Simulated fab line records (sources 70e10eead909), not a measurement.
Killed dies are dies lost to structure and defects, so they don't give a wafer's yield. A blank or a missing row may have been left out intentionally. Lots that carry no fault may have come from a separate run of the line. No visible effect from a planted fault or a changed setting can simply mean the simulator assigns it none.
fab line records | flow nand-harc
record: lots: 24 | wafers: 72 | last-day: 33
route steps=1302 shown A_BLC@1128 A_M0@1167 A_M1@1191 A_BONDPAD@1202
lots that met no fault: from a run of the same line without faults
start-h: start of the lot's first displayed wafer, in hours after the record's first day | wait-h: hours elapsed since this lot's preceding step | " repeats the value in the row above | L1.1+2: a row that stands for several wafers | - no value, or no start was given | * or withheld: withheld | < > ~ a bound
route shown NAME@n: NAME is a module with steps in the file, n the number in the route of the first one | usual: the fault-free wafers' mean and standard deviation | same: alike in all rows | chamber/n: place in a boat | sites: each site's reading | _std_site: their standard deviation | _edge_site: outer sites' mean less inner sites' | radius-mm: how far each site lies from the wafer's centre | mask NAME#n: copy n | behind: the last tool/chamber to shape the wafer | hold: cause of the lot's hold/its duration in hours/its outcome | device: the transistor (n, p or np) that didn't switch | end of line: tests run on the same wafers once the route is complete | a step without rows: its recipe alone | killed: at the first sort, the dies lost to defects and structure; wafer yield is something else | map: a wafer's dies, x killed, . not, _ none there
set.NAME: the run value of the setting; set.NAME@STEP: its run value at that earlier step | model.NAME: the simulator's own value behind a step, which no gauge read
route steps across a sampled set of lots; one table per step, one row per wafer
services: from which hour (start-h, from the record's first day; less than 0 if before it) a tool's chamber was out of use, for how many hours, and why
== steps ==
step: NHARC_A_BLC_DEGAS_30
recipe: temp-c: 300 | time-s: 60
usual: heater-power-w: 450/36
lot.wafer | tool           | chamber | start-h | wait-h | heater-power-w
L076.3    | pvd-sputter-02 | -       | 525.46  | -      | 470
L076.2    | "              | -       | "       | "      | 491
L076.6    | "              | -       | "       | "      | 482
L075.4    | pvd-sputter-01 | -       | 531.56  | -      | 450
L075.2    | "              | -       | "       | "      | 477
L075.6    | "              | -       | "       | "      | 431
L074.1    | pvd-sputter-02 | -       | 533.09  | -      | 497
L074.2    | "              | -       | "       | "      | 395
L074.3    | "              | -       | "       | "      | 476
L077.4    | pvd-sputter-03 | -       | 549.95  | -      | 492
L077.5    | "              | -       | "       | "      | 499
L077.6    | "              | -       | "       | "      | 417
L078.4    | pvd-sputter-01 | -       | 550.68  | -      | 481
L078.3    | "              | -       | "       | "      | 441
L078.6    | "              | -       | "       | "      | 477
L080.3    | pvd-sputter-03 | -       | 561.64  | -      | 420
L080.4    | "              | -       | "       | "      | 497
L080.5    | "              | -       | "       | "      | 430
L079.1    | pvd-sputter-02 | -       | 563.13  | -      | 496
L079.4    | "              | -       | "       | "      | 400
L079.5    | "              | -       | "       | "      | 466
L081.3    | pvd-sputter-01 | -       | 581.56  | -      | 478
L081.2    | "              | -       | "       | "      | 449
L081.5    | "              | -       | "       | "      | 489
L084.1    | pvd-sputter-01 | -       | 605.26  | -      | 389
L084.3    | "              | -       | "       | "      | 467
L084.6    | "              | -       | "       | "      | 464
L082.2    | pvd-sputter-02 | -       | 605.74  | -      | 489
L082.4    | "              | -       | "       | "      | 397
L082.5    | "              | -       | "       | "      | 475
L083.1    | pvd-sputter-02 | -       | 609.55  | -      | 401
L083.5    | "              | -       | "       | "      | 488
L083.6    | "              | -       | "       | "      | 396
L085.4    | pvd-sputter-02 | -       | 631.16  | -      | 462
L085.3    | "              | -       | "       | "      | 497
L085.6    | "              | -       | "       | "      | 406
L086.4    | pvd-sputter-02 | -       | 634.40  | -      | 484
L086.6    | "              | -       | "       | "      | 404
L086.5    | "              | -       | "       | "      | 465
L087.3    | pvd-sputter-01 | -       | 636.72  | -      | 386
L087.1    | "              | -       | "       | "      | 460
L087.4    | "              | -       | "       | "      | 432
L088.2    | pvd-sputter-01 | -       | 653.30  | -      | 467
L088.4    | "              | -       | "       | "      | 451
L088.5    | "              | -       | "       | "      | 429
L089.3    | pvd-sputter-02 | -       | 654.42  | -      | 471
L089.1    | "              | -       | "       | "      | 480
L089.6    | "              | -       | "       | "      | 478
L090.1    | pvd-sputter-01 | -       | 690.96  | -      | 471
L090.4    | "              | -       | "       | "      | 453
L090.3    | "              | -       | "       | "      | 446
L091.3    | pvd-sputter-02 | -       | 702.07  | -      | 399
L091.2    | "              | -       | "       | "      | 480
L091.5    | "              | -       | "       | "      | 390
L093.3    | pvd-sputter-01 | -       | 705.15  | -      | 394
L093.1    | "              | -       | "       | "      | 454
L093.5    | "              | -       | "       | "      | 444
L094.4    | pvd-sputter-02 | -       | 706.17  | -      | 482
L094.2    | "              | -       | "       | "      | 480
L094.6    | "              | -       | "       | "      | 402
L092.1    | pvd-sputter-01 | -       | 712.07  | -      | 431
L092.2    | "              | -       | "       | "      | 398
L092.4    | "              | -       | "       | "      | 455
L095.4    | pvd-sputter-02 | -       | 729.13  | -      | 479
L095.2    | "              | -       | "       | "      | 399
L095.5    | "              | -       | "       | "      | 489
L096.4    | pvd-sputter-01 | -       | 734.82  | -      | 469
L096.6    | "              | -       | "       | "      | 425
L096.5    | "              | -       | "       | "      | 382
L097.3    | pvd-sputter-03 | -       | 735.56  | -      | 487
L097.2    | "              | -       | "       | "      | 429
L097.4    | "              | -       | "       | "      | 486
step: NHARC_A_M0_PRE_CLEAN_31
recipe: time-s: 12 | temp-c: 370 | rf-power-w: 300 | gas: NH3
usual: heater-power-w: 629/76
lot.wafer | tool     | chamber | start-h | wait-h | heater-power-w
L076.2    | pecvd-04 | 1       | 530.48  | 0.1    | 621
L076.3    | "        | 0       | "       | "      | 640
L076.6    | "        | 0       | "       | "      | 621
L075.2    | pecvd-04 | 1       | 536.51  | 0.1    | 542
L075.4    | "        | 1       | "       | "      | 551
L075.6    | "        | 0       | "       | "      | 624
L074.1    | pecvd-02 | 0       | 538.11  | 0.1    | 575
L074.2    | "        | 1       | "       | "      | 580
L074.3    | "        | 2       | "       | "      | 627
L077.5    | pecvd-04 | 0       | 555.00  | 0.1    | 664
L077.4    | "        | 1       | "       | "      | 533
L077.6    | "        | 2       | "       | "      | 750
L078.3    | pecvd-04 | 0       | 555.62  | 0.1    | 701
L078.6    | "        | 0       | "       | "      | 678
L078.4    | "        | 2       | "       | "      | 786
L080.3    | pecvd-02 | 1       | 566.58  | 0.1    | 534
L080.5    | "        | 0       | "       | "      | 664
L080.4    | "        | 1       | "       | "      | 539
L079.1    | pecvd-02 | 0       | 568.22  | 0.1    | 644
L079.4    | "        | 0       | "       | "      | 640
L079.5    | "        | 2       | "       | "      | 621
L081.3    | pecvd-02 | 2       | 586.41  | 0.1    | 579
L081.2    | "        | 1       | "       | "      | 522
L081.5    | "        | 2       | "       | "      | 587
L084.1    | pecvd-04 | 1       | 610.18  | 0.1    | 615
L084.3    | "        | 0       | "       | "      | 672
L084.6    | "        | 0       | "       | "      | 655
L082.2    | pecvd-04 | 2       | 610.77  | 0.1    | 740
L082.5    | "        | 0       | "       | "      | 680
L082.4    | "        | 1       | "       | "      | 602
L083.1    | pecvd-02 | 0       | 614.62  | 0.1    | 664
L083.6    | "        | 0       | "       | "      | 669
L083.5    | "        | 1       | "       | "      | 511
L085.3    | pecvd-02 | 0       | 636.45  | 0.1    | 660
L085.6    | "        | 1       | "       | "      | 488
L085.4    | "        | 0       | "       | "      | 672
L086.4    | pecvd-03 | 2       | 639.33  | 0.1    | 600
L086.5    | "        | 0       | "       | "      | 814
L086.6    | "        | 1       | "       | "      | 584
L087.1    | pecvd-02 | 1       | 641.66  | 0.1    | 552
L087.3    | "        | 2       | "       | "      | 609
L087.4    | "        | 1       | "       | "      | 554
L088.2    | pecvd-04 | 1       | 658.16  | 0.1    | 590
L088.4    | "        | 1       | "       | "      | 585
L088.5    | "        | 0       | "       | "      | 652
L089.3    | pecvd-03 | 2       | 659.43  | 0.1    | 603
L089.1    | "        | 0       | "       | "      | 743
L089.6    | "        | 1       | "       | "      | 560
L090.1    | pecvd-04 | 0       | 695.96  | 0.1    | 658
L090.3    | "        | 1       | "       | "      | 587
L090.4    | "        | 0       | "       | "      | 655
L091.2    | pecvd-02 | 0       | 707.08  | 0.1    | 697
L091.3    | "        | 1       | "       | "      | 487
L091.5    | "        | 0       | "       | "      | 701
L093.3    | pecvd-03 | 0       | 710.46  | 0.1    | 822
L093.1    | "        | 2       | "       | "      | 621
L093.5    | "        | 2       | "       | "      | 602
L094.2    | pecvd-04 | 1       | 711.22  | 0.1    | 585
L094.4    | "        | 0       | "       | "      | 568
L094.6    | "        | 1       | "       | "      | 587
L092.2    | pecvd-03 | 1       | 717.39  | 0.1    | 612
L092.1    | "        | 2       | "       | "      | 599
L092.4    | "        | 0       | "       | "      | 747
L095.2    | pecvd-04 | 0       | 734.13  | 0.1    | 571
L095.4    | "        | 1       | "       | "      | 542
L095.5    | "        | 2       | "       | "      | 695
L096.5    | pecvd-02 | 0       | 739.86  | 0.1    | 661
L096.6    | "        | 1       | "       | "      | 489
L096.4    | "        | 2       | "       | "      | 685
L097.2    | pecvd-02 | 1       | 740.92  | 0.2    | 546
L097.3    | "        | 2       | "       | "      | 637
L097.4    | "        | 2       | "       | "      | 653
step: NHARC_A_M1_PVD_20
recipe: target-thk-a: 50 | bias-v: 168.6 | power-w: 15000 | chamber-pressure-pa: 0.12 | time-s: 8.06 | substrate-temp-c: 50 | material: TaN
usual: cathode-dc-power-W: 15000/2.7 | throttle-valve-pct: 29.7/0.85
lot.wafer | tool           | chamber | start-h | wait-h | cathode-dc-power-W | throttle-valve-pct
L076.3    | pvd-sputter-02 | -       | -       | -      | 14995              | 30.7
L076.2    | "              | -       | "       | "      | 15006              | 30.0
L076.6    | "              | -       | "       | "      | 15000              | 30.4
L075.2    | pvd-sputter-01 | -       | -       | -      | 14999              | 30.5
L075.4    | "              | -       | "       | "      | 14997              | 28.3
L075.6    | "              | -       | "       | "      | 14998              | 30.7
L074.3    | pvd-sputter-01 | -       | -       | -      | 15002              | 30.5
L074.2    | "              | -       | "       | "      | 14998              | 28.2
L074.1    | "              | -       | "       | "      | 15002              | 28.9
L077.4    | pvd-sputter-02 | -       | -       | -      | 14996              | 30.6
L077.5    | "              | -       | "       | "      | 15006              | 29.7
L077.6    | "              | -       | "       | "      | 15000              | 30.2
L078.4    | pvd-sputter-01 | -       | -       | -      | 14999              | 28.4
L078.3    | "              | -       | "       | "      | 14996              | 29.0
L078.6    | "              | -       | "       | "      | 14999              | 28.1
L080.3    | pvd-sputter-03 | -       | -       | -      | 15002              | 30.1
L080.4    | "              | -       | "       | "      | 15002              | 29.4
L080.5    | "              | -       | "       | "      | 15003              | 28.5
L079.4    | pvd-sputter-03 | -       | -       | -      | 15000              | 28.3
L079.1    | "              | -       | "       | "      | 14997              | 29.5
L079.5    | "              | -       | "       | "      | 14999              | 29.9
L081.2    | pvd-sputter-03 | -       | -       | -      | 15000              | 29.9
L081.3    | "              | -       | "       | "      | 14996              | 28.8
L081.5    | "              | -       | "       | "      | 14999              | 30.0
L084.3    | pvd-sputter-03 | -       | -       | -      | 15000              | 28.9
L084.1    | "              | -       | "       | "      | 14999              | 28.2
L084.6    | "              | -       | "       | "      | 15002              | 28.7
L082.4    | pvd-sputter-02 | -       | -       | -      | 15000              | 29.7
L082.2    | "              | -       | "       | "      | 15005              | 30.3
L082.5    | "              | -       | "       | "      | 15007              | 30.2
L083.1    | pvd-sputter-03 | -       | -       | -      | 14999              | 28.7
L083.6    | "              | -       | "       | "      | 15001              | 30.1
L083.5    | "              | -       | "       | "      | 14999              | 28.5
L085.4    | pvd-sputter-03 | -       | -       | -      | 14999              | 28.6
L085.3    | "              | -       | "       | "      | 14999              | 29.6
L085.6    | "              | -       | "       | "      | 14998              | 28.6
L086.4    | pvd-sputter-03 | -       | -       | -      | 15001              | 28.4
L086.6    | "              | -       | "       | "      | 15005              | 28.4
L086.5    | "              | -       | "       | "      | 15004              | 29.4
L087.1    | pvd-sputter-03 | -       | -       | -      | 14998              | 28.4
L087.3    | "              | -       | "       | "      | 15002              | 29.8
L087.4    | "              | -       | "       | "      | 14996              | 29.4
L088.2    | pvd-sputter-02 | -       | -       | -      | 15003              | 30.7
L088.4    | "              | -       | "       | "      | 15000              | 29.5
L088.5    | "              | -       | "       | "      | 14998              | 30.2
L089.1    | pvd-sputter-03 | -       | -       | -      | 14994              | 29.4
L089.3    | "              | -       | "       | "      | 14998              | 28.5
L089.6    | "              | -       | "       | "      | 15001              | 29.6
L090.1    | pvd-sputter-03 | -       | -       | -      | 14999              | 29.9
L090.3    | "              | -       | "       | "      | 15001              | 28.7
L090.4    | "              | -       | "       | "      | 14998              | 29.6
L091.2    | pvd-sputter-02 | -       | -       | -      | 15001              | 30.0
L091.3    | "              | -       | "       | "      | 14995              | 30.2
L091.5    | "              | -       | "       | "      | 14998              | 30.0
L093.1    | pvd-sputter-02 | -       | -       | -      | 15002              | 29.6
L093.3    | "              | -       | "       | "      | 15001              | 30.8
L093.5    | "              | -       | "       | "      | 15002              | 29.7
L094.2    | pvd-sputter-01 | -       | -       | -      | 15001              | 30.9
L094.4    | "              | -       | "       | "      | 14994              | 30.3
L094.6    | "              | -       | "       | "      | 15002              | 27.6
L092.1    | pvd-sputter-02 | -       | -       | -      | 15000              | 29.7
L092.4    | "              | -       | "       | "      | 15001              | 30.2
L092.2    | "              | -       | "       | "      | 15006              | 30.3
L095.4    | pvd-sputter-02 | -       | -       | -      | 14998              | 30.4
L095.2    | "              | -       | "       | "      | 15006              | 30.8
L095.5    | "              | -       | "       | "      | 14994              | 30.2
L096.4    | pvd-sputter-02 | -       | -       | -      | 14998              | 29.7
L096.6    | "              | -       | "       | "      | 15002              | 29.7
L096.5    | "              | -       | "       | "      | 15000              | 30.0
L097.2    | pvd-sputter-02 | -       | -       | -      | 15002              | 30.3
L097.3    | "              | -       | "       | "      | 15003              | 30.6
L097.4    | "              | -       | "       | "      | 15001              | 29.8
step: NHARC_A_M1_INSPECT_27
usual: raw-defect-count: 525/120
lot.wafer | tool              | chamber | start-h | wait-h | raw-defect-count
L076.2    | defect-inspect-02 | -       | 534.93  | 0.0    | 448
L076.3    | "                 | -       | "       | "      | 628
L076.6    | "                 | -       | "       | "      | 516
L075.2    | defect-inspect-01 | -       | 540.72  | 0.0    | 519
L075.4    | "                 | -       | "       | "      | 676
L075.6    | "                 | -       | "       | "      | 523
L074.1    | defect-inspect-01 | -       | 542.21  | 0.0    | 685
L074.2    | "                 | -       | "       | "      | 567
L074.3    | "                 | -       | "       | "      | 512
L077.4    | defect-inspect-01 | -       | 559.10  | 0.0    | 601
L077.5    | "                 | -       | "       | "      | 484
L077.6    | "                 | -       | "       | "      | 509
L078.3    | defect-inspect-01 | -       | 559.70  | 0.0    | 301
L078.4    | "                 | -       | "       | "      | 418
L078.6    | "                 | -       | "       | "      | 401
L080.3    | defect-inspect-02 | -       | 570.66  | 0.0    | 447
L080.4    | "                 | -       | "       | "      | 518
L080.5    | "                 | -       | "       | "      | 977
L079.1    | defect-inspect-02 | -       | 572.17  | 0.0    | 472
L079.4    | "                 | -       | "       | "      | 510
L079.5    | "                 | -       | "       | "      | 487
L081.2    | defect-inspect-02 | -       | 590.55  | 0.0    | 739
L081.3    | "                 | -       | "       | "      | 482
L081.5    | "                 | -       | "       | "      | 547
L084.1    | defect-inspect-02 | -       | 614.22  | 0.0    | 457
L084.3    | "                 | -       | "       | "      | 448
L084.6    | "                 | -       | "       | "      | 407
L082.2    | defect-inspect-02 | -       | 614.76  | 0.0    | 586
L082.4    | "                 | -       | "       | "      | 336
L082.5    | "                 | -       | "       | "      | 309
L083.1    | defect-inspect-01 | -       | 619.11  | 0.0    | 297
L083.5    | "                 | -       | "       | "      | 463
L083.6    | "                 | -       | "       | "      | 370
L085.3    | defect-inspect-02 | -       | 640.49  | 0.0    | 491
L085.4    | "                 | -       | "       | "      | 459
L085.6    | "                 | -       | "       | "      | 538
L086.4    | defect-inspect-01 | -       | 643.38  | 0.0    | 719
L086.5    | "                 | -       | "       | "      | 671
L086.6    | "                 | -       | "       | "      | 563
L087.1    | defect-inspect-01 | -       | 645.70  | 0.0    | 402
L087.3    | "                 | -       | "       | "      | 423
L087.4    | "                 | -       | "       | "      | 497
L088.2    | defect-inspect-02 | -       | 662.21  | 0.0    | 746
L088.4    | "                 | -       | "       | "      | 551
L088.5    | "                 | -       | "       | "      | 501
L089.1    | defect-inspect-02 | -       | 663.44  | 0.0    | 418
L089.3    | "                 | -       | "       | "      | 636
L089.6    | "                 | -       | "       | "      | 522
L090.1    | defect-inspect-01 | -       | 700.03  | 0.0    | 919
L090.3    | "                 | -       | "       | "      | 799
L090.4    | "                 | -       | "       | "      | 678
L091.2    | defect-inspect-01 | -       | 711.15  | 0.0    | 370
L091.3    | "                 | -       | "       | "      | 449
L091.5    | "                 | -       | "       | "      | 614
L093.1    | defect-inspect-02 | -       | 714.53  | 0.0    | 465
L093.3    | "                 | -       | "       | "      | 526
L093.5    | "                 | -       | "       | "      | 454
L094.2    | defect-inspect-01 | -       | 715.29  | 0.0    | 477
L094.4    | "                 | -       | "       | "      | 594
L094.6    | "                 | -       | "       | "      | 561
L092.1    | defect-inspect-01 | -       | 721.47  | 0.0    | 443
L092.2    | "                 | -       | "       | "      | 436
L092.4    | "                 | -       | "       | "      | 381
L095.2    | defect-inspect-01 | -       | 738.34  | 0.0    | 429
L095.4    | "                 | -       | "       | "      | 555
L095.5    | "                 | -       | "       | "      | 477
L096.4    | defect-inspect-02 | -       | 743.90  | 0.0    | 435
L096.5    | "                 | -       | "       | "      | 422
L096.6    | "                 | -       | "       | "      | 501
L097.2    | defect-inspect-01 | -       | 745.26  | 0.0    | 522
L097.3    | "                 | -       | "       | "      | 689
L097.4    | "                 | -       | "       | "      | 671
step: NHARC_A_BONDPAD_DEP_00
recipe: target-thk-a: 2500 | temp-c: 370 | target-thk-nm: 250 | pressure-torr: 3 | flow-sccm: 200 | rf-w: 450 | material: SiCN
usual: heater-power-w: 562/77
lot.wafer | tool     | chamber | start-h | wait-h | heater-power-w
L076.3    | pecvd-03 | 0       | 535.68  | -      | 705
L076.2    | "        | 1       | "       | "      | 524
L076.6    | "        | 2       | "       | "      | 606
L075.2    | pecvd-04 | 0       | 541.51  | -      | 572
L075.4    | "        | 1       | "       | "      | 482
L075.6    | "        | 2       | "       | "      | 598
L074.2    | pecvd-01 | 1       | 542.91  | -      | 555
L074.3    | "        | 2       | "       | "      | 477
L074.1    | "        | 0       | "       | "      | 487
L077.4    | pecvd-01 | 1       | 560.17  | -      | 507
L077.6    | "        | 0       | "       | "      | 553
L077.5    | "        | 1       | "       | "      | 502
L078.3    | pecvd-03 | 0       | 560.44  | -      | 775
L078.4    | "        | 0       | "       | "      | 627
L078.6    | "        | 1       | "       | "      | 540
L080.3    | pecvd-03 | 1       | 571.40  | -      | 483
L080.5    | "        | 0       | "       | "      | 727
L080.4    | "        | 1       | "       | "      | 501
L079.1    | pecvd-04 | 0       | -       | -      | 554
L079.4    | "        | 0       | "       | "      | 578
L079.5    | "        | 1       | "       | "      | 464
L081.3    | pecvd-03 | 0       | -       | -      | 648
L081.2    | "        | 1       | "       | "      | 557
L081.5    | "        | 2       | "       | "      | 467
L084.1    | pecvd-01 | 2       | 614.92  | -      | 459
L084.3    | "        | 1       | "       | "      | 562
L084.6    | "        | 0       | "       | "      | 570
L082.2    | pecvd-01 | 1       | 615.50  | -      | 551
L082.5    | "        | 0       | "       | "      | 573
L082.4    | "        | 1       | "       | "      | 560
L083.1    | pecvd-04 | 2       | 619.89  | -      | 701
L083.5    | "        | 0       | "       | "      | 538
L083.6    | "        | 1       | "       | "      | 557
L085.3    | pecvd-03 | 1       | -       | -      | 538
L085.4    | "        | 1       | "       | "      | 540
L085.6    | "        | 2       | "       | "      | 585
L086.6    | pecvd-03 | 1       | 644.21  | -      | 506
L086.5    | "        | 2       | "       | "      | 539
L086.4    | "        | 0       | "       | "      | 682
L087.1    | pecvd-01 | 2       | 646.45  | -      | 437
L087.3    | "        | 0       | "       | "      | 585
L087.4    | "        | 2       | "       | "      | 437
L088.2    | pecvd-03 | 0       | 662.91  | -      | 676
L088.4    | "        | 0       | "       | "      | 697
L088.5    | "        | 2       | "       | "      | 581
L089.1    | pecvd-04 | 2       | 664.14  | -      | 696
L089.3    | "        | 0       | "       | "      | 591
L089.6    | "        | 0       | "       | "      | 598
L090.1    | pecvd-04 | 0       | 700.73  | -      | 560
L090.3    | "        | 1       | "       | "      | 482
L090.4    | "        | 2       | "       | "      | 681
L091.3    | pecvd-01 | 1       | 711.85  | -      | 576
L091.2    | "        | 2       | "       | "      | 480
L091.5    | "        | 1       | "       | "      | 576
L093.3    | pecvd-04 | 0       | 715.23  | -      | 607
L093.1    | "        | 2       | "       | "      | 648
L093.5    | "        | 0       | "       | "      | 623
L094.2    | pecvd-01 | 0       | 716.06  | -      | 553
L094.4    | "        | 0       | "       | "      | 548
L094.6    | "        | 2       | "       | "      | 463
L092.2    | pecvd-03 | 0       | 722.17  | -      | 729
L092.1    | "        | 1       | "       | "      | 449
L092.4    | "        | 2       | "       | "      | 552
L095.2    | pecvd-01 | 1       | 739.05  | -      | 499
L095.4    | "        | 2       | "       | "      | 461
L095.5    | "        | 0       | "       | "      | 577
L096.4    | pecvd-01 | 1       | 744.74  | -      | 594
L096.5    | "        | 2       | "       | "      | 462
L096.6    | "        | 0       | "       | "      | 542
L097.2    | pecvd-04 | 0       | 746.08  | -      | 553
L097.3    | "        | 1       | "       | "      | 550
L097.4    | "        | 1       | "       | "      | 562
step: NHARC_A_BONDPAD_CD_MEAS_13
usual: cd-nm: 499.9/2
lot.wafer | tool      | chamber | start-h | wait-h | cd-nm
L076.2    | cd-sem-03 | -       | 537.40  | -      | 497.8
L076.3    | "         | -       | "       | "      | 500.2
L076.6    | "         | -       | "       | "      | 504.6
L075.2    | cd-sem-03 | -       | 543.17  | -      | 497.8
L075.4    | "         | -       | "       | "      | 498.3
L075.6    | "         | -       | "       | "      | 499.2
L074.1    | cd-sem-01 | -       | 544.67  | -      | 502.9
L074.2    | "         | -       | "       | "      | 500.3
L074.3    | "         | -       | "       | "      | 498.5
L077.4    | cd-sem-03 | -       | 561.86  | -      | 502.4
L077.5    | "         | -       | "       | "      | 497.7
L077.6    | "         | -       | "       | "      | 500.2
L078.3    | cd-sem-02 | -       | 562.19  | -      | 496.5
L078.4    | "         | -       | "       | "      | 495.5
L078.6    | "         | -       | "       | "      | 497.4
L080.3    | cd-sem-03 | -       | 573.11  | -      | 502.7
L080.4    | "         | -       | "       | "      | 502.6
L080.5    | "         | -       | "       | "      | 500.7
L079.1    | cd-sem-01 | -       | 574.50  | -      | 500.4
L079.4    | "         | -       | "       | "      | 501.0
L079.5    | "         | -       | "       | "      | 501.7
L081.2    | cd-sem-03 | -       | 593.00  | -      | 499.8
L081.3    | "         | -       | "       | "      | 501.3
L081.5    | "         | -       | "       | "      | 502.4
L084.1    | cd-sem-01 | -       | 616.76  | -      | 500.8
L084.3    | "         | -       | "       | "      | 502.0
L084.6    | "         | -       | "       | "      | 497.3
L082.2    | cd-sem-02 | -       | 617.21  | -      | 500.0
L082.4    | "         | -       | "       | "      | 500.7
L082.5    | "         | -       | "       | "      | 501.4
L083.1    | cd-sem-02 | -       | 621.56  | -      | 500.3
L083.5    | "         | -       | "       | "      | 504.6
L083.6    | "         | -       | "       | "      | 500.5
L085.3    | cd-sem-02 | -       | 642.97  | -      | 500.8
L085.4    | "         | -       | "       | "      | 497.8
L085.6    | "         | -       | "       | "      | 497.8
L086.4    | cd-sem-03 | -       | 645.83  | -      | 499.0
L086.5    | "         | -       | "       | "      | 497.0
L086.6    | "         | -       | "       | "      | 497.9
L087.1    | cd-sem-01 | -       | 648.03  | -      | 503.1
L087.3    | "         | -       | "       | "      | 495.6
L087.4    | "         | -       | "       | "      | 502.0
L088.2    | cd-sem-03 | -       | 664.73  | -      | 500.5
L088.4    | "         | -       | "       | "      | 500.1
L088.5    | "         | -       | "       | "      | 503.6
L089.1    | cd-sem-03 | -       | 665.89  | -      | 496.6
L089.3    | "         | -       | "       | "      | 498.3
L089.6    | "         | -       | "       | "      | 503.4
L090.1    | cd-sem-03 | -       | 702.48  | -      | 502.3
L090.3    | "         | -       | "       | "      | 496.3
L090.4    | "         | -       | "       | "      | 501.6
L091.2    | cd-sem-02 | -       | 713.49  | -      | 497.8
L091.3    | "         | -       | "       | "      | 499.4
L091.5    | "         | -       | "       | "      | 498.1
L093.1    | cd-sem-01 | -       | 716.86  | -      | 498.2
L093.3    | "         | -       | "       | "      | 496.5
L093.5    | "         | -       | "       | "      | 501.8
L094.2    | cd-sem-03 | -       | 717.88  | -      | 499.3
L094.4    | "         | -       | "       | "      | 498.7
L094.6    | "         | -       | "       | "      | 497.1
L092.1    | cd-sem-02 | -       | 723.93  | -      | 500.4
L092.2    | "         | -       | "       | "      | 499.6
L092.4    | "         | -       | "       | "      | 501.6
L095.2    | cd-sem-03 | -       | 740.80  | -      | 502.1
L095.4    | "         | -       | "       | "      | 496.8
L095.5    | "         | -       | "       | "      | 500.2
L096.4    | cd-sem-01 | -       | 746.38  | -      | 500.4
L096.5    | "         | -       | "       | "      | 500.0
L096.6    | "         | -       | "       | "      | 496.8
L097.2    | cd-sem-02 | -       | 747.83  | -      | 500.9
L097.3    | "         | -       | "       | "      | 500.5
L097.4    | "         | -       | "       | "      | 499.5
== services ==
tool           | chamber | start-h | hours | kind
pecvd-02       | -       | 523.34  | 4.7   | repair
pvd-sputter-03 | -       | 526.00  | 10.0  | pm
pecvd-04       | 2       | 530.26  | 6.8   | repair
pvd-sputter-01 | -       | 533.44  | 1.6   | repair
pecvd-03       | -       | 547.16  | 13.0  | pm
pecvd-01       | 2       | 550.53  | 12.9  | repair
pecvd-04       | -       | 567.72  | 2.5   | repair
pecvd-03       | -       | 579.43  | 0.7   | repair
pvd-sputter-01 | -       | 582.00  | 10.0  | pm
pecvd-02       | -       | 589.39  | 13.0  | pm
pecvd-04       | -       | 590.22  | 1.2   | repair
pecvd-02       | 0       | 630.32  | 4.3   | repair
pecvd-04       | -       | 631.26  | 13.0  | pm
pecvd-04       | 0       | 631.26  | 13.0  | vent-cycle
pvd-sputter-02 | -       | 638.03  | 10.0  | pm
pecvd-01       | 1       | 652.43  | 5.4   | repair
pecvd-02       | 1       | 653.96  | 5.4   | repair
pecvd-01       | -       | 659.14  | 1.6   | repair
pecvd-01       | -       | 673.48  | 13.0  | pm
pvd-sputter-03 | -       | 704.00  | 10.0  | pm
pecvd-01       | 1       | 712.99  | 5.9   | repair
pvd-sputter-01 | -       | 724.19  | 2.4   | repair
pecvd-03       | -       | 728.16  | 13.0  | pm
pecvd-03       | -       | 744.56  | 4.1   | repair
== key ==
fault none
